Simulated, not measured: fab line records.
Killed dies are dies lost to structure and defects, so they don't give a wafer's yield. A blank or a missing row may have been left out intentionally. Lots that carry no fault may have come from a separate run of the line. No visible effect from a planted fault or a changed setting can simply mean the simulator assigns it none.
Problem report, 8D (eight disciplines) form, completed by code | flow nand_harc | the parts of the form that need people (team, actions taken, sign-off) are left out

== 1. THE ISSUE ==
At NHARC_A_ONON_D1_THK_MEAS_11, thk_nm averages 708 nm over 5 wafers from 3 lots, while fault-free wafers read 1003 nm, standard deviation 9.6. That is -31 standard deviations from the usual mean.
The step: measures by ellipsometry.
Seen first at day 10 19:24 on film_metro-02, wafer L675.2. The record has a number at this step for 39 wafers belonging to 13 lots. The rule behind "out" and "out of limits": a value lying over 4 standard deviations away from the usual mean. All remaining wafers that have a number are taken as sound.

== 2. WHAT IT IS, AND WHAT IT ISN'T ==
question                    | is                                     | is not
which readings at this step | thk_nm                                 | -
which lots                  | L672, L675, L676                       | L662, L663, L664, L666, L667, L668, L669, L680, L683, L684
which wafers of those lots  | L672.5, L675.2, L675.5, L676.1, L676.5 | L672.3, L672.6, L675.4, L676.6
read on which gauges        | film_metro-01, film_metro-02           | -
when                        | from day 10 19:24                      | up to then (22 sound wafers); but 12 sound wafers of L672, L676, L680, L683, L684 came after

== 3. WHAT RULES OUT EACH SUSPECT ==
Counting: if a tool at a process step up to the reading ran every lot that is out, it stays a suspect. Sound lots after the first of them don't rule it out here, since some wafers of a struck lot are sound.
- the gauge at NHARC_A_ONON_D1_THK_MEAS_11 is ruled out. Those wafers that are out were read across 2 gauges (film_metro-01, film_metro-02).
- pecvd_onon-02 at NHARC_A_ONON_D1_DEP_09 (target thk 1000 nm): kept. It processed each lot that is out (first: L675, day 10 18:56); up to then, its last sound lot is L669 (day 9 15:23).
Left after counting: pecvd_onon-02 at NHARC_A_ONON_D1_DEP_09.

== 4. THE CAUSE (what the simulator had put in) ==
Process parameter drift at NHARC_A_ONON_D1_DEP_09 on pecvd_onon-02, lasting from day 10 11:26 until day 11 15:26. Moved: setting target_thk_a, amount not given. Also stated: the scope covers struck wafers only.
Only this tool survived the counting.

== 5. SEQUENCE OF EFFECTS, ordered by route ==
Rows list readings where the struck wafers' mean (over those with a number) sits beyond 3 standard deviations from the usual. Only readings whose record carries a usual standard deviation are examined. hours: median over the lots of the time between each lot's start at the first step of this table that gives one and its start at this step. sigmas: the change, counted in usual standard deviations.
hours | step                        | reading         | usual   | on struck wafers | change | sigmas
0     | NHARC_A_ONON_D1_THK_MEAS_11 | thk_nm          | 1003 nm | 708              | -295   | -31
278   | NHARC_END_SORT_01           | killed_at_array | 25      | 674              | +649   | +70
278   | NHARC_END_SORT_01           | killed_dies     | 30      | 677              | +647   | +67
Later steps that measure or inspect, where all struck wafers having a row at the step show a number for every such reading and not one has moved that far: NHARC_A_ONON_D1_INSPECT_32.

== 6. WHAT WOULD HAVE CAUGHT IT SOONER ==
8 hours passed between the start of the fault at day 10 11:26 and the first reading out of limits at a measuring or inspecting step in this record, taken at day 10 19:24.
No tool reading at NHARC_A_ONON_D1_DEP_09 that has a usual standard deviation in the record was out on any struck wafer, so an alarm limit of 4 standard deviations on those readings would not have fired.
Of the lots that are out (3), L672, L676 began NHARC_A_ONON_D1_DEP_09 on pecvd_onon-02 after day 10 19:24. A hold on the tool at that time would have spared those 2.
